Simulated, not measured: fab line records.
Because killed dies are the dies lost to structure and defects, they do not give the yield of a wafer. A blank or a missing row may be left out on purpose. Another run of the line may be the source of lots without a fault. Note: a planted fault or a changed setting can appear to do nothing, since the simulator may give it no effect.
A struck lot beside a sound one | flow n5Finfet | 38 out of 1938 route steps
Sound: the wafers L175.1, L175.2, L175.6. Wafers L181.2, L181.3 were the ones struck. The cause is named last.
At each step with rows: each side's tool, then ch and its chambers, then its first start. Under that, the readings that differ: sound wafers | struck wafers | difference of the means | sigmas: that difference in standard deviations of wafers without a fault.
alike: readings whose means differ by less than 2 such deviations, and words and numbers that are the same on both sides. not compared: withheld readings, readings that some wafer has no value for, bounds like >300 that may hide the same value, and numbers for which the record gives no deviation and whose values overlap.
The two part at a step that has a row with sigmas, a row that says differs or no value, or rows on one side only. Non-overlapping numbers with no deviation appear without sigmas and do not part them. Lack of a reading on every wafer of one side parts them only where that side has two or more wafers.

first, 9 steps without rows for these wafers: N5_BEOL_M2_ANNEAL_95 (time 240 s); N5_BEOL_M2_SPUTTER_96 (material Cu, target thk 4.5 nm, time 8.29 s); N5_BEOL_M2_ECD_50 (material Cu, target thk 300 nm); N5_BEOL_M2_ANNEAL_51 (time 90 s); N5_BEOL_M2_CMP_52 (polishes, stops on SiOC, t overpolish 6.8 s, target thk 40 nm); N5_BEOL_M2_PRE_CLEAN_60 (time 15 s); N5_BEOL_M2_CO_CAP_55 (material Co, precursor CCTBA/H2, target thk 2 nm, time 102.1 s); N5_BEOL_M2_PRE_CLEAN_56 (time 15 s); N5_BEOL_M2_DEP_57 (deposits SiCN from 3MS/NH3, target thk 8 nm, time 14 s).
N5_BEOL_M3_ILD_DEP_00: deposits SiOC from DEMS/O2, target thk 79 nm, time 15.3 s.
  sound on pecvd-01 ch 1,2, day 7 07:49; struck on pecvd-01 ch 0,1, day 8 12:33
reading                                     | sound          | struck      | difference | sigmas
model.SiOC_of_BEOL_M3_ILD_DEP_00.thkNm (nm) | 77.8 77.8 78.8 | 112.2 112.2 | +34.1      | 
  alike: heaterPowerW, rfFwdPowerW, showerheadPlenumPTorr, throttleValvePct
  not compared: sinceWetCleanH
N5_BEOL_M3_THK_MEAS_01:
  sound on filmMetro-02, day 7 07:53; struck on filmMetro-01, day 8 12:37
reading         | sound          | struck      | difference | sigmas
M3_ILD_THK (nm) | 77.7 77.7 78.9 | 112.2 112.2 | +34.1      | +36
then, 24 steps without rows for these wafers: N5_BEOL_M3_PECVD_72 (deposits SiO2 from TEOS/O2, target thk 16 nm, time 18 s); N5_BEOL_M3_HM_DEP_02 (deposits TiN, target thk 20 nm); N5_BEOL_M3_COAT_61 (time 60 s, resist thk 60 nm); N5_BEOL_M3_COAT_62 (time 60 s, resist thk 12 nm); N5_BEOL_M3_COAT_73 (time 60 s, resist thk 5 nm); N5_BEOL_M3_COAT_05 (resist thk 30 nm); N5_BEOL_M3_EBR_07; N5_BEOL_M3_SOFTBAKE_06 (time 60 s); N5_BEOL_M3_EXPOSE_08 (exposes mask M3); N5_BEOL_M3_PEB_09 (peb time 60 s); N5_BEOL_M3_DEVELOP_10 (develop time 30 s); N5_BEOL_M3_DESCUM_16 (chemistry O2, time 7 s); N5_BEOL_M3_ETCH_74 (etches underlayer in N2/H2, target depth 6.5 nm, time 5.2 s); N5_BEOL_M3_ETCH_63 (etches SiARC in CF4, target depth 15.6 nm, time 26 s); N5_BEOL_M3_ETCH_64 (etches SOC in N2/H2, target depth 75 nm, overetch 15 nm, time 112.5 s); N5_BEOL_M3_STRIP_65 (strips in N2/H2); N5_BEOL_M3_STRIP_75 (strips in N2/H2); N5_BEOL_M3_STRIP_66 (strips in CF4); N5_BEOL_M3_HM_OPEN_17 (chemistry Cl2/BCl3, target TiN, target depth 20 nm, overetch 6 nm); N5_BEOL_M3_STRIP_19 (strips in O2); N5_BEOL_M3_COAT_67 (time 60 s, resist thk 60 nm); N5_BEOL_M3_COAT_68 (time 60 s, resist thk 12 nm); N5_BEOL_M3_COAT_76 (time 60 s, resist thk 5 nm); N5_BEOL_M3_COAT_22 (resist thk 30 nm).
N5_BEOL_M3_CMP_52: polishes, stops on SiOC, t overpolish 6.8 s, target thk 40 nm.
  sound on cmp-04 ch 1,2, day 7 18:45; struck on cmp-04 ch 0,1, day 9 01:07
reading                                     | sound          | struck      | difference | sigmas
model.SiOC_of_BEOL_M3_ILD_DEP_00.thkNm (nm) | 74.8 74.8 75.8 | 109.2 109.2 | +34.1      | 
model.Cu_of_BEOL_M3_ECD_50.thkNm (nm)       | 39.4 38.8 40   | 74.8 73     | +34.5      | 
  alike: edgeZonePressureFrac, motorCurrentA
N5_BEOL_M4_RC_MEAS_101:
  the record has rows for the sound wafers here (prober-01 ch 0, day 8 05:14) and none for the struck ones
-- here the record skips 5 days between the struck wafers' starts before and after, leaving off in module BEOL_M4 and picking up in module PASSIVATION (first step shown: number 1936 of the route) --
N5_PASSIVATION_PROBE_49:
  sound on prober-01, day 12 16:42; struck on prober-01, day 13 20:35
reading                 | sound          | struck    | difference | sigmas
defectLimitedYield (%)  | 92.5 91.3 92.8 | 0 0       | -92        | -71
killed_at_M0_to_M3      | 27 34 25       | 1123 1124 | +1095      | +99 or more
killedDies              | 89 103 85      | 1180 1180 | +1088      | +73
killedOnRim             | 10 17 11       | 152 152   | +139       | +40
sort_bin_5_function (%) | 4.8 5.6 4.2    | 96.7 97.2 | +92.1      | +99 or more
sortNPass               | 1091 1077 1095 | 0 0       | -1088      | -73
sortYieldPct (%)        | 92.5 91.3 92.8 | 0 0       | -92        | -71
  alike: killed_at_M4_up, killedAtContacts, killedAtFrontEnd, killedAtOther, killedOpen, killedShort, sort_bin_6_memory

WHERE THEY PART
Last at N5_PASSIVATION_PROBE_49 as far as this record goes, first at N5_BEOL_M3_THK_MEAS_01.

WHY: the cause the simulator had injected
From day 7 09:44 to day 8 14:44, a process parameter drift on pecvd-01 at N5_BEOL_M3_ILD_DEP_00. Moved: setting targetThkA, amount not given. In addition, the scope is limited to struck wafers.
